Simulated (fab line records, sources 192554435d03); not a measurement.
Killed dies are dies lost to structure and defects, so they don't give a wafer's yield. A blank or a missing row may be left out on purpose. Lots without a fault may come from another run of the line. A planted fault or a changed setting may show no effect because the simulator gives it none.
fab line records | flow n5_finfet
record lots=24 wafers=72 last_day=19
route steps=1938 shown MOL_CONTACT_COAG@575
lots that met no fault: from a run of the same line without faults
start_h: hours from the record's first day to the start of the lot's first wafer shown | wait_h: hours since the lot's step before | " the same as in the row above | L1.1+2: a row that stands for several wafers | - no value, or no start given | * or withheld: withheld | < > ~ a bound
route shown NAME@n: a module of which the file shows steps, and the number in the route of the first | usual: mean/standard deviation of fault-free wafers | same: alike in all rows | chamber/n: place in a boat | sites: the reading at each site | _std_site: their standard deviation | _edge_site: outer sites' mean less inner sites' | radius_mm: how far each site lies from the wafer's centre | mask NAME#n: copy n | behind: the tool/chamber that last shaped the wafer | hold: why the lot was held/for how many hours/how that ended | device: the transistor (n, p or np) that didn't switch | end of line: the same wafers' tests at the end of the route | a step without rows: its recipe alone | killed: dies lost to structure and defects at the first sort, not the wafer's yield | map: a wafer's dies, x killed, . not, _ none there
set.NAME: the setting as run; set.NAME@STEP: as run at that earlier step | model.NAME: the simulator's own value behind a step, which no gauge read
steps of the route over a sample of lots; a table a step, a row a wafer
services: from which hour (start_h, from the record's first day; less than 0 if before it) a tool's chamber was out of use, for how many hours, and why
## steps
# step N5_MOL_CONTACT_COAG_INSPECT_57
# recipe mode=adi inspect_instrument=brightfield
# usual raw_defect_count=200/56
# columns lot.wafer tool chamber start_h wait_h raw_defect_count
L075.1 defect_inspect-01 - 115.37 0.1 369
L075.2 " - " " 269
L075.6 " - " " 333
L074.1 defect_inspect-01 - 115.89 0.1 243
L074.4 " - " " 154
L074.6 " - " " 165
L076.3 defect_inspect-02 - 116.84 0.0 156
L076.4 " - " " 234
L076.6 " - " " 176
L078.2 defect_inspect-01 - 119.61 0.0 172
L078.3 " - " " 180
L078.6 " - " " 202
L077.4 defect_inspect-01 - 126.03 0.0 164
L077.5 " - " " 153
L077.6 " - " " 212
L080.2 defect_inspect-02 - 136.06 0.0 200
L080.4 " - " " 209
L080.5 " - " " 228
L079.1 defect_inspect-02 - 137.53 0.1 406
L079.4 " - " " 225
L079.6 " - " " 186
L081.1 defect_inspect-02 - 138.73 0.1 150
L081.2 " - " " 183
L081.6 " - " " 251
L082.1 defect_inspect-01 - 148.70 0.1 270
L082.3 " - " " 256
L082.4 " - " " 265
L083.2 defect_inspect-02 - 151.94 0.0 179
L083.3 " - " " 137
L083.6 " - " " 118
L084.1 defect_inspect-02 - 157.84 0.1 179
L084.3 " - " " 86
L084.4 " - " " 133
L085.1 defect_inspect-01 - 166.76 0.1 306
L085.4 " - " " 270
L085.6 " - " " 128
L086.2 defect_inspect-01 - 172.92 0.0 189
L086.4 " - " " 154
L086.5 " - " " 113
L087.1 defect_inspect-02 - 175.99 0.1 324
L087.2 " - " " 163
L087.5 " - " " 258
L088.2 defect_inspect-02 - 189.07 0.0 143
L088.3 " - " " 228
L088.6 " - " " 197
L089.2 defect_inspect-02 - 192.59 0.0 168
L089.3 " - " " 194
L089.5 " - " " 157
L090.2 defect_inspect-01 - 198.43 0.0 200
L090.4 " - " " 158
L090.6 " - " " 149
L091.2 defect_inspect-02 - 198.83 0.0 304
L091.5 " - " " 195
L091.6 " - " " 262
L092.1 defect_inspect-01 - 206.59 0.1 201
L092.2 " - " " 145
L092.4 " - " " 202
L093.2 defect_inspect-01 - 214.14 0.0 181
L093.4 " - " " 198
L093.6 " - " " 255
L094.1 defect_inspect-02 - 219.12 0.1 144
L094.3 " - " " 196
L094.4 " - " " 192
L095.2 defect_inspect-01 - 224.50 0.0 258
L095.5 " - " " 95
L095.6 " - " " 185
L096.2 defect_inspect-01 - 233.42 0.0 211
L096.5 " - " " 178
L096.6 " - " " 155
L097.1 defect_inspect-01 - 236.59 0.1 150
L097.5 " - " " 155
L097.6 " - " " 190
# step N5_MOL_CONTACT_COAG_ETCH_89
# recipe chemistry=N2/H2 target=underlayer target_depth_a=130 mask_material=CAR-EUV time_s=10.4 ion_energy_ev=200 pressure_mtorr=30 source_w=840 bias_w=150 n2_flow_sccm=200 h2_flow_sccm=200 ends=cleared
# usual drypump_motor_current_A=6.0/0.49 etch_rf_on_time_s=10.35/0.21 oes_product_au=0.70/0.064 rf_vpp_V=523.7/2.3 showerhead_plenum_p_Torr=2.53/0.083 throttle_valve_pct=17.80/0.27
# columns lot.wafer tool chamber start_h wait_h drypump_motor_current_A etch_rf_on_time_s oes_product_au rf_hours_counter_h rf_vpp_V showerhead_plenum_p_Torr throttle_valve_pct
L075.1 rie_diel-05 1 115.67 0.0 6.2 10.67 0.57 250 522.4 2.49 17.95
L075.2 " 3 " " 5.5 10.21 0.58 264 522.3 2.49 17.79
L075.6 " 0 " " 5.3 10.20 0.77 - 526.9 2.59 17.67
L074.1 rie_diel-03 2 116.30 0.0 6.7 10.00 0.76 36 525.0 2.59 17.84
L074.4 " 0 " " 6.0 10.40 0.73 - 520.7 2.48 17.98
L074.6 " 1 " " 6.5 10.50 0.77 - 524.8 2.60 17.56
L076.3 rie_diel-03 0 116.97 0.0 6.0 10.54 0.74 49 521.4 2.48 17.98
L076.4 " 0 " " 6.0 10.41 0.73 - 522.8 2.48 17.99
L076.6 " 1 " " 6.5 10.67 0.76 - 525.9 2.60 17.56
L078.2 rie_diel-03 1 119.68 0.0 6.5 10.68 0.76 22 526.6 2.60 17.56
L078.3 " 0 " " 6.0 10.48 0.73 50 522.1 2.48 17.98
L078.6 " 3 " " 5.6 10.49 0.60 - 526.9 2.63 18.39
L077.4 rie_diel-01 1 126.10 0.0 6.4 10.05 0.74 32 522.4 2.50 17.59
L077.5 " 3 " " 5.1 10.24 0.67 - 517.8 2.33 17.47
L077.6 " 0 " " 6.2 10.74 0.66 - 522.3 2.44 17.81
L080.2 rie_diel-03 3 136.29 0.0 5.6 10.37 0.60 221 526.2 2.62 18.41
L080.4 " 0 " " 6.0 10.47 0.72 56 523.4 2.48 17.98
L080.5 " 3 " " 5.6 10.40 0.60 - 527.8 2.62 18.40
L079.1 rie_diel-01 1 137.60 0.0 6.5 10.19 0.74 36 523.5 2.50 17.58
L079.4 " 2 " " 5.4 10.45 0.61 190 526.8 2.63 17.94
L079.6 " 1 " " 6.5 10.18 0.73 - 521.6 2.50 17.59
L081.1 rie_diel-05 1 138.80 0.0 6.2 10.43 0.85 2 523.2 2.48 17.52
L081.2 " 2 " " 5.6 10.07 0.66 176 528.6 2.65 18.00
L081.6 " 2 " " 5.6 9.90 0.66 - 526.4 2.65 17.98
L082.1 rie_diel-03 1 148.89 0.0 6.5 10.59 0.74 32 525.2 2.59 17.59
L082.3 " 0 " " 6.0 10.45 0.72 60 523.4 2.48 17.99
L082.4 " 3 " " 5.6 10.40 0.60 224 525.5 2.62 18.41
L083.2 rie_diel-03 1 152.34 0.0 6.5 10.50 0.75 34 525.2 2.59 17.59
L083.3 " 2 " " 6.7 10.00 0.74 50 526.0 2.58 17.85
L083.6 " 3 " " 5.6 10.28 0.60 - 524.5 2.62 18.42
L084.1 rie_diel-03 1 157.91 0.0 6.5 10.50 0.74 36 525.7 2.59 17.58
L084.3 " 3 " " 5.6 10.38 0.59 228 526.2 2.62 18.40
L084.4 " 3 " " 5.6 10.35 0.60 - 525.1 2.62 18.39
L085.1 rie_diel-03 2 166.85 0.0 6.7 10.03 0.73 54 525.7 2.58 17.87
L085.4 " 0 " " 6.0 10.37 0.72 68 522.3 2.48 18.03
L085.6 " 1 " " 6.5 10.54 0.74 - 524.2 2.59 17.59
L086.2 rie_diel-05 0 173.01 0.0 5.4 10.30 0.73 54 524.3 2.58 17.69
L086.4 " 1 " " 6.2 10.33 0.80 16 521.8 2.48 17.57
L086.5 " 1 " " 6.2 10.37 0.79 - 523.7 2.48 17.56
L087.1 rie_diel-01 3 176.06 0.0 5.1 10.28 0.65 162 519.2 2.32 17.52
L087.2 " 0 " " 6.2 10.69 0.65 143 519.7 2.43 17.83
L087.5 " 1 " " 6.4 10.04 0.73 - 523.0 2.50 17.61
L088.2 rie_diel-01 3 189.14 0.0 5.1 10.31 0.65 166 517.9 2.32 17.52
L088.3 " 2 " " 5.4 10.43 0.60 208 526.2 2.62 17.96
L088.6 " 0 " " 6.2 10.74 0.65 - 521.2 2.43 17.86
L089.2 rie_diel-05 3 192.66 0.0 5.6 10.43 0.80 9 524.9 2.48 17.35
L089.3 " 1 " " 6.2 10.43 0.77 24 523.4 2.48 17.58
L089.5 " 1 " " 6.2 10.45 0.78 - 522.3 2.47 17.57
L090.2 rie_diel-03 0 198.50 0.0 6.0 10.43 0.71 78 521.5 2.47 18.03
L090.4 " 1 " " 6.5 10.62 0.72 49 525.6 2.59 17.62
L090.6 " 2 " " 6.7 10.20 0.72 - 526.0 2.58 17.89
L091.2 rie_diel-01 3 198.90 0.0 5.1 10.19 0.65 169 518.1 2.32 17.54
L091.5 " 3 " " 5.1 10.30 0.64 - 517.7 2.32 17.54
L091.6 " 2 " " 5.4 10.51 0.60 - 528.1 2.62 17.98
L092.1 rie_diel-05 1 206.66 0.0 6.2 10.34 0.78 28 521.5 2.47 17.59
L092.2 " 0 " " 5.4 10.39 0.71 65 524.3 2.57 17.71
L092.4 " 3 " " 5.5 10.41 0.79 14 521.8 2.48 17.35
L093.2 rie_diel-01 3 214.21 0.0 5.1 10.37 0.63 174 517.0 2.31 17.55
L093.4 " 2 " " 5.4 10.49 0.60 215 525.4 2.62 17.97
L093.6 " 1 " " 6.5 10.20 0.70 - 521.8 2.49 17.63
L094.1 rie_diel-05 1 219.19 0.0 6.2 10.43 0.77 33 523.7 2.47 17.58
L094.3 " 3 " " 5.6 10.36 0.77 18 523.1 2.48 17.37
L094.4 " 0 " " 5.4 10.29 0.71 70 524.7 2.57 17.72
L095.2 rie_diel-05 1 224.57 0.0 6.2 10.37 0.77 34 521.2 2.47 17.59
L095.5 " 1 " " 6.2 10.47 0.76 - 522.9 2.47 17.58
L095.6 " 0 " " 5.4 10.40 0.70 - 525.2 2.57 17.74
L096.2 rie_diel-05 0 233.49 0.0 5.4 10.41 0.71 73 524.7 2.57 17.72
L096.5 " 0 " " 5.3 10.42 0.70 - 526.0 2.57 17.71
L096.6 " 3 " " 5.6 10.43 0.77 - 521.6 2.48 17.36
L097.1 rie_diel-03 0 236.66 0.0 6.0 10.51 0.69 89 521.9 2.47 18.04
L097.5 " 2 " " 6.7 10.14 0.71 - 523.0 2.57 17.92
L097.6 " 1 " " 6.5 10.73 0.71 - 524.0 2.58 17.63
# step N5_MOL_CONTACT_COAG_ETCHBACK_135
# recipe chemistry=CHF3 target=SiO2 target_depth_a=250 time_s=16.7 ion_energy_ev=200 pressure_mtorr=30 source_w=610 bias_w=170 Ar_flow_sccm=200 CHF3_flow_sccm=50
# usual drypump_motor_current_A=5.9/0.48 oes_ar_750_au=0.81/0.075 oes_product_au=0.80/0.076 rf_vpp_V=519/9.6 showerhead_plenum_p_Torr=2.37/0.084 throttle_valve_pct=18.72/0.25
# columns lot.wafer tool chamber start_h wait_h drypump_motor_current_A oes_ar_750_au oes_product_au rf_hours_counter_h rf_vpp_V showerhead_plenum_p_Torr throttle_valve_pct
L075.1 rie_diel-05 1 116.26 0.0 6.2 0.68 0.68 251 522 2.35 18.94
L075.2 " 3 " " 5.6 0.68 0.67 265 520 2.35 18.77
L075.6 " 3 " " 5.6 0.68 0.67 - 521 2.35 18.78
L074.1 rie_diel-05 3 116.70 0.0 5.6 0.68 0.66 265 520 2.35 18.76
L074.4 " 0 " " 5.4 0.89 0.89 - 513 2.45 18.67
L074.6 " 3 " " 5.5 0.68 0.67 - 520 2.35 18.76
L076.3 rie_diel-03 3 117.37 0.0 5.6 0.71 0.70 213 538 2.46 19.25
L076.4 " 0 " " 6.0 0.86 0.85 49 523 2.33 18.72
L076.6 " 1 " " 6.5 0.90 0.89 - 511 2.43 18.49
L078.2 rie_diel-01 3 120.08 0.0 5.1 0.78 0.78 143 519 2.19 18.48
L078.3 " 1 " " 6.5 0.87 0.88 29 511 2.33 18.31
L078.6 " 3 " " 5.2 0.79 0.78 - 519 2.19 18.48
L077.4 rie_diel-01 1 126.50 0.0 6.5 0.86 0.87 32 511 2.33 18.31
L077.5 " 1 " " 6.5 0.87 0.88 - 513 2.33 18.32
L077.6 " 0 " " 6.2 0.78 0.78 - 508 2.29 18.79
L080.2 rie_diel-03 3 136.71 0.0 5.6 0.70 0.70 221 538 2.46 19.28
L080.4 " 1 " " 6.5 0.89 0.88 28 512 2.43 18.51
L080.5 " 3 " " 5.6 0.70 0.70 - 538 2.46 19.27
L079.1 rie_diel-05 0 138.01 0.0 5.4 0.87 0.86 41 512 2.44 18.70
L079.4 " 0 " " 5.3 0.87 0.86 - 510 2.45 18.70
L079.6 " 1 " " 6.2 0.98 0.99 - 522 2.34 18.53
L081.1 rie_diel-01 3 139.32 0.0 5.1 0.78 0.76 149 520 2.19 18.49
L081.2 " 2 " " 5.4 0.72 0.72 190 535 2.47 18.84
L081.6 " 0 " " 6.2 0.77 0.78 - 507 2.29 18.82
L082.1 rie_diel-01 0 149.30 0.0 6.2 0.77 0.78 134 506 2.29 18.81
L082.3 " 3 " " 5.1 0.77 0.77 153 519 2.18 18.50
L082.4 " 1 " " 6.4 0.85 0.86 39 511 2.33 18.34
L083.2 rie_diel-05 1 152.78 0.0 6.2 0.94 0.96 8 520 2.34 18.54
L083.3 " 0 " " 5.3 0.86 0.85 47 512 2.44 18.69
L083.6 " 2 " " 5.6 0.77 0.76 - 525 2.46 18.81
L084.1 rie_diel-05 0 158.38 0.0 5.3 0.86 0.85 51 513 2.44 18.70
L084.3 " 2 " " 5.6 0.77 0.77 185 525 2.46 18.81
L084.4 " 2 " " 5.6 0.76 0.77 - 527 2.46 18.81
L085.1 rie_diel-01 0 167.26 0.0 6.3 0.77 0.77 140 507 2.29 18.80
L085.4 " 2 " " 5.4 0.71 0.71 201 536 2.46 18.88
L085.6 " 1 " " 6.5 0.85 0.85 - 511 2.33 18.35
L086.2 rie_diel-03 3 173.58 0.0 5.6 0.69 0.69 233 538 2.45 19.28
L086.4 " 0 " " 6.0 0.84 0.82 70 522 2.32 18.75
L086.5 " 0 " " 6.0 0.84 0.83 - 523 2.32 18.76
L087.1 rie_diel-05 3 176.46 0.0 5.6 0.97 0.95 4 521 2.35 18.36
L087.2 " 2 " " 5.6 0.76 0.75 192 524 2.46 18.83
L087.5 " 1 " " 6.2 0.92 0.93 - 520 2.34 18.56
L088.2 rie_diel-01 2 189.54 0.0 5.4 0.70 0.71 208 537 2.46 18.88
L088.3 " 1 " " 6.4 0.83 0.84 53 513 2.33 18.35
L088.6 " 3 " " 5.1 0.77 0.75 - 520 2.18 18.51
L089.2 rie_diel-01 1 193.06 0.0 6.5 0.83 0.83 55 511 2.33 18.38
L089.3 " 3 " " 5.1 0.76 0.75 167 521 2.18 18.52
L089.5 " 0 " " 6.2 0.76 0.75 - 507 2.28 18.84
L090.2 rie_diel-03 1 198.91 0.0 6.5 0.86 0.84 50 514 2.42 18.54
L090.4 " 0 " " 6.0 0.82 0.82 78 522 2.31 18.76
L090.6 " 0 " " 6.0 0.83 0.83 - 523 2.31 18.77
L091.2 rie_diel-03 0 199.36 0.0 6.0 0.83 0.82 78 522 2.31 18.78
L091.5 " 0 " " 6.0 0.82 0.82 - 522 2.31 18.76
L091.6 " 1 " " 6.5 0.86 0.84 - 513 2.42 18.56
L092.1 rie_diel-03 2 207.48 0.0 6.7 0.84 0.83 66 508 2.43 18.96
L092.2 " 0 " " 6.0 0.82 0.81 80 521 2.31 18.76
L092.4 " 3 " " 5.6 0.69 0.68 244 538 2.45 19.33
L093.2 rie_diel-03 2 214.70 0.0 6.7 0.84 0.83 69 507 2.43 18.96
L093.4 " 1 " " 6.4 0.85 0.84 53 513 2.42 18.54
L093.6 " 3 " " 5.6 0.68 0.69 - 538 2.45 19.33
L094.1 rie_diel-03 0 219.59 0.0 6.0 0.82 0.82 83 523 2.31 18.77
L094.3 " 1 " " 6.5 0.85 0.83 55 513 2.42 18.53
L094.4 " 2 " " 6.7 0.84 0.83 70 506 2.43 18.97
L095.2 rie_diel-05 2 224.98 0.0 5.6 0.74 0.74 208 525 2.45 18.84
L095.5 " 2 " " 5.6 0.75 0.73 - 526 2.45 18.85
L095.6 " 1 " " 6.2 0.88 0.89 - 521 2.33 18.58
L096.2 rie_diel-05 3 233.89 0.0 5.6 0.91 0.90 21 521 2.34 18.38
L096.5 " 3 " " 5.5 0.91 0.89 - 520 2.34 18.40
L096.6 " 0 " " 5.3 0.83 0.82 - 513 2.43 18.75
L097.1 rie_diel-01 3 237.06 0.0 5.2 0.75 0.74 182 519 2.17 18.53
L097.5 " 1 " " 6.4 0.82 0.82 - 511 2.32 18.38
L097.6 " 0 " " 6.2 0.75 0.74 - 508 2.28 18.86
# step N5_MOL_CONTACT_COAG_STRIP_49
# recipe chemistry=N2/H2 time_s=30 power_w=1000 temp_c=250 pressure_mtorr=withheld n2_flow_sccm=1750 h2_flow_sccm=3250
# usual drypump_motor_current_A=5.9/0.32 heater_power_w=329/33
# columns lot.wafer tool chamber start_h wait_h drypump_motor_current_A heater_power_w rf_hours_counter_h
L075.1 plasma_asher-01 1 118.15 - 6.3 364 94
L075.2 " 0 " " 6.1 340 94
L075.6 " 1 " " 6.4 370 -
L074.1 plasma_asher-01 1 118.34 - 6.3 366 94
L074.4 " 0 " " 6.1 347 -
L074.6 " 1 " " 6.3 352 -
L076.3 plasma_asher-01 0 119.23 - 6.1 341 -
L076.4 " 1 " " 6.4 357 -
L076.6 " 1 " " 6.3 357 -
L078.2 plasma_asher-02 0 122.25 - 5.7 284 48
L078.3 " 1 " " 5.5 343 -
L078.6 " 1 " " 5.5 331 -
L077.4 plasma_asher-02 0 128.13 - 5.7 278 -
L077.5 " 0 " " 5.7 278 -
L077.6 " 1 " " 5.5 335 -
L080.2 plasma_asher-01 0 138.19 - 6.1 345 98
L080.4 " 1 " " 6.3 362 -
L080.5 " 1 " " 6.3 349 -
L079.1 plasma_asher-01 0 139.71 - 6.1 345 98
L079.4 " 0 " " 6.1 344 -
L079.6 " 0 " " 6.1 348 -
L081.1 plasma_asher-02 0 141.69 - 5.7 276 52
L081.2 " 1 " " 5.5 336 52
L081.6 " 0 " " 5.7 277 -
L082.1 plasma_asher-02 1 150.94 - 5.5 339 54
L082.3 " 1 " " 5.6 340 -
L082.4 " 0 " " 5.7 273 -
L083.2 plasma_asher-02 1 154.48 - 5.5 346 54
L083.3 " 0 " " 5.7 277 -
L083.6 " 1 " " 5.5 338 -
L084.1 plasma_asher-01 1 159.87 - 6.3 358 102
L084.3 " 0 " " 6.1 340 -
L084.4 " 1 " " 6.3 363 -
L085.1 plasma_asher-01 0 168.75 - 6.1 342 103
L085.4 " 1 " " 6.4 362 -
L085.6 " 0 " " 6.1 350 -
L086.2 plasma_asher-02 0 175.12 - 5.7 273 58
L086.4 " 1 " " 5.6 353 -
L086.5 " 0 " " 5.7 275 -
L087.1 plasma_asher-02 0 178.43 - 5.7 275 59
L087.2 " 1 " " 5.5 344 59
L087.5 " 0 " " 5.7 281 -
L088.2 plasma_asher-02 1 191.84 - 5.5 345 62
L088.3 " 0 " " 5.7 282 -
L088.6 " 1 " " 5.5 339 -
L089.2 plasma_asher-02 0 195.07 - 5.7 275 62
L089.3 " 0 " " 5.7 283 -
L089.5 " 1 " " 5.5 336 -
L090.2 plasma_asher-02 0 200.39 - 5.7 278 63
L090.4 " 1 " " 5.5 353 -
L090.6 " 0 " " 5.7 274 -
L091.2 plasma_asher-02 0 200.85 - 5.7 282 64
L091.5 " 0 " " 5.7 276 -
L091.6 " 1 " " 5.5 343 -
L092.1 plasma_asher-01 0 209.09 - 6.1 345 112
L092.2 " 1 " " 6.3 369 112
L092.4 " 0 " " 6.1 342 -
L093.2 plasma_asher-02 0 216.66 - 5.7 271 66
L093.4 " 1 " " 5.5 335 -
L093.6 " 1 " " 5.5 342 -
L094.1 plasma_asher-02 1 221.20 - 5.5 339 66
L094.3 " 0 " " 5.7 268 -
L094.4 " 1 " " 5.5 343 -
L095.2 plasma_asher-01 0 226.46 - 6.1 344 116
L095.5 " 0 " " 6.2 342 -
L095.6 " 1 " " 6.3 362 -
L096.2 plasma_asher-01 1 235.82 - 6.3 350 117
L096.5 " 0 " " 6.1 343 -
L096.6 " 1 " " 6.3 363 -
L097.1 plasma_asher-01 0 238.71 - 6.1 345 117
L097.5 " 1 " " 6.3 362 -
L097.6 " 0 " " 6.1 339 -
# step N5_MOL_CONTACT_COAG_CD_MEAS_101
# recipe target_cd_nm=16
# usual cd_nm=15.9/0.31
# columns lot.wafer tool chamber start_h wait_h cd_nm
L075.1 cd_sem-03 - 118.33 0.0 15.8
L075.2 " - " " 16.2
L075.6 " - " " 16.5
L074.1 cd_sem-02 - 118.49 0.0 15.5
L074.4 " - " " 15.7
L074.6 " - " " 15.9
L076.3 cd_sem-03 - 119.40 0.0 16.5
L076.4 " - " " 16.1
L076.6 " - " " 16.4
L078.2 cd_sem-02 - 122.43 0.0 15.7
L078.3 " - " " 16.0
L078.6 " - " " 15.8
L077.4 cd_sem-02 - 128.26 0.0 16.0
L077.5 " - " " 16.4
L077.6 " - " " 15.6
L080.2 cd_sem-01 - 138.34 0.0 15.6
L080.4 " - " " 16.2
L080.5 " - " " 16.6
L079.1 cd_sem-03 - 139.86 0.0 16.2
L079.4 " - " " 15.9
L079.6 " - " " 15.5
L081.1 cd_sem-01 - 141.84 0.0 16.1
L081.2 " - " " 15.9
L081.6 " - " " 15.6
L082.1 cd_sem-02 - 151.09 0.0 16.4
L082.3 " - " " 16.2
L082.4 " - " " 15.7
L083.2 cd_sem-02 - 154.63 0.0 15.8
L083.3 " - " " 16.1
L083.6 " - " " 16.2
L084.1 cd_sem-02 - 160.02 0.0 15.9
L084.3 " - " " 16.1
L084.4 " - " " 15.6
L085.1 cd_sem-01 - 168.90 0.0 15.9
L085.4 " - " " 16.4
L085.6 " - " " 16.2
L086.2 cd_sem-02 - 175.27 0.0 16.1
L086.4 " - " " 16.0
L086.5 " - " " 15.9
L087.1 cd_sem-01 - 178.58 0.0 15.5
L087.2 " - " " 15.9
L087.5 " - " " 15.9
L088.2 cd_sem-02 - 191.99 0.0 16.0
L088.3 " - " " 16.4
L088.6 " - " " 16.0
L089.2 cd_sem-02 - 195.22 0.0 15.9
L089.3 " - " " 15.9
L089.5 " - " " 16.2
L090.2 cd_sem-01 - 200.54 0.0 15.7
L090.4 " - " " 15.0
L090.6 " - " " 15.9
L091.2 cd_sem-03 - 201.00 0.0 16.4
L091.5 " - " " 15.2
L091.6 " - " " 16.3
L092.1 cd_sem-01 - 209.24 0.0 15.7
L092.2 " - " " 16.5
L092.4 " - " " 16.4
L093.2 cd_sem-03 - 216.80 0.0 15.8
L093.4 " - " " 15.5
L093.6 " - " " 16.0
L094.1 cd_sem-02 - 221.35 0.0 15.8
L094.3 " - " " 15.7
L094.4 " - " " 15.6
L095.2 cd_sem-02 - 226.65 0.0 15.3
L095.5 " - " " 15.1
L095.6 " - " " 16.0
L096.2 cd_sem-03 - 235.98 0.0 16.6
L096.5 " - " " 15.7
L096.6 " - " " 15.8
L097.1 cd_sem-03 - 238.86 0.0 15.8
L097.5 " - " " 15.6
L097.6 " - " " 16.3
# step N5_MOL_CONTACT_COAG_CVD_140
# recipe material=W target_thk_a=665 mode=selective_fill temp_c=300 time_s=215
# usual heater_power_w=471/31
# columns lot.wafer tool chamber start_h wait_h heater_power_w since_wet_clean_h
L075.1 cvd_w-01 0 118.47 0.1 481 287
L075.2 " 1 " " 510 287
L075.6 " 1 " " 503 -
L074.1 cvd_w-02 1 118.62 0.1 477 801
L074.4 " 1 " " 484 -
L074.6 " 0 " " 436 -
L076.3 cvd_w-01 1 119.61 0.1 506 -
L076.4 " 0 " " 463 -
L076.6 " 0 " " 462 -
L078.2 cvd_w-01 1 122.57 0.1 509 291
L078.3 " 1 " " 497 -
L078.6 " 0 " " 474 -
L077.4 cvd_w-02 1 128.47 0.1 478 -
L077.5 " 0 " " 428 -
L077.6 " 1 " " 475 -
L080.2 cvd_w-02 0 138.47 0.1 425 821
L080.4 " 1 " " 483 -
L080.5 " 1 " " 495 -
L079.1 cvd_w-01 0 139.99 0.1 463 308
L079.4 " 1 " " 504 -
L079.6 " 1 " " 503 -
L081.1 cvd_w-02 0 141.97 0.1 431 824
L081.2 " 1 " " 476 824
L081.6 " 1 " " 470 -
L082.1 cvd_w-02 0 151.22 0.1 430 833
L082.3 " 1 " " 486 -
L082.4 " 0 " " 421 -
L083.2 cvd_w-01 1 154.76 0.1 496 323
L083.3 " 1 " " 499 -
L083.6 " 1 " " 507 -
L084.1 cvd_w-02 0 160.24 0.1 420 842
L084.3 " 0 " " 419 -
L084.4 " 0 " " 425 -
L085.1 cvd_w-02 0 169.03 0.1 430 851
L085.4 " 1 " " 483 -
L085.6 " 1 " " 480 -
L086.2 cvd_w-01 1 175.40 0.1 498 343
L086.4 " 0 " " 476 -
L086.5 " 1 " " 502 -
L087.1 cvd_w-02 0 178.72 0.1 426 861
L087.2 " 1 " " 476 861
L087.5 " 0 " " 433 -
L088.2 cvd_w-01 1 192.12 0.1 503 360
L088.3 " 1 " " 514 -
L088.6 " 0 " " 471 -
L089.2 cvd_w-02 1 195.35 0.1 489 877
L089.3 " 0 " " 423 -
L089.5 " 0 " " 422 -
L090.2 cvd_w-02 1 200.67 0.1 477 883
L090.4 " 0 " " 428 -
L090.6 " 1 " " 477 -
L091.2 cvd_w-01 1 201.13 0.1 509 369
L091.5 " 1 " " 518 -
L091.6 " 0 " " 465 -
L092.1 cvd_w-01 1 209.37 0.1 505 377
L092.2 " 0 " " 468 377
L092.4 " 0 " " 463 -
L093.2 cvd_w-01 0 216.93 0.1 466 385
L093.4 " 1 " " 505 -
L093.6 " 0 " " 483 -
L094.1 cvd_w-01 1 221.48 0.1 522 390
L094.3 " 1 " " 496 -
L094.4 " 0 " " 471 -
L095.2 cvd_w-01 0 226.78 0.1 483 395
L095.5 " 1 " " 515 -
L095.6 " 0 " " 464 -
L096.2 cvd_w-01 1 236.11 0.1 498 404
L096.5 " 0 " " 466 -
L096.6 " 1 " " 505 -
L097.1 cvd_w-02 0 238.99 0.1 424 921
L097.5 " 0 " " 418 -
L097.6 " 1 " " 480 -
## services
# columns tool chamber start_h hours kind
rie_diel-05 3 96.30 1.8 repair
rie_diel-05 2 100.11 16.3 repair
rie_diel-05 1 116.46 - clean
rie_diel-05 1 116.46 - consumable_replace:focus_ring
rie_diel-05 3 119.45 6.4 repair
rie_diel-05 3 134.83 - clean
rie_diel-05 3 134.83 - consumable_replace:focus_ring
rie_diel-05 3 134.83 29.9 scheduled_down
rie_diel-05 3 134.83 29.9 vent_cycle
cvd_w-02 - 140.14 0.9 repair
cvd_w-02 1 155.21 8.5 repair
rie_diel-03 2 157.49 2.7 repair
cvd_w-01 - 187.49 2.8 pm
cvd_w-02 0 207.08 2.7 repair
rie_diel-03 3 227.88 - clean
rie_diel-03 3 227.88 - consumable_replace:focus_ring
rie_diel-03 3 227.88 18.7 scheduled_down
rie_diel-03 3 227.88 18.7 vent_cycle
rie_diel-05 2 229.83 7.1 repair
plasma_asher-01 - 237.16 0.8 repair
## key
fault none
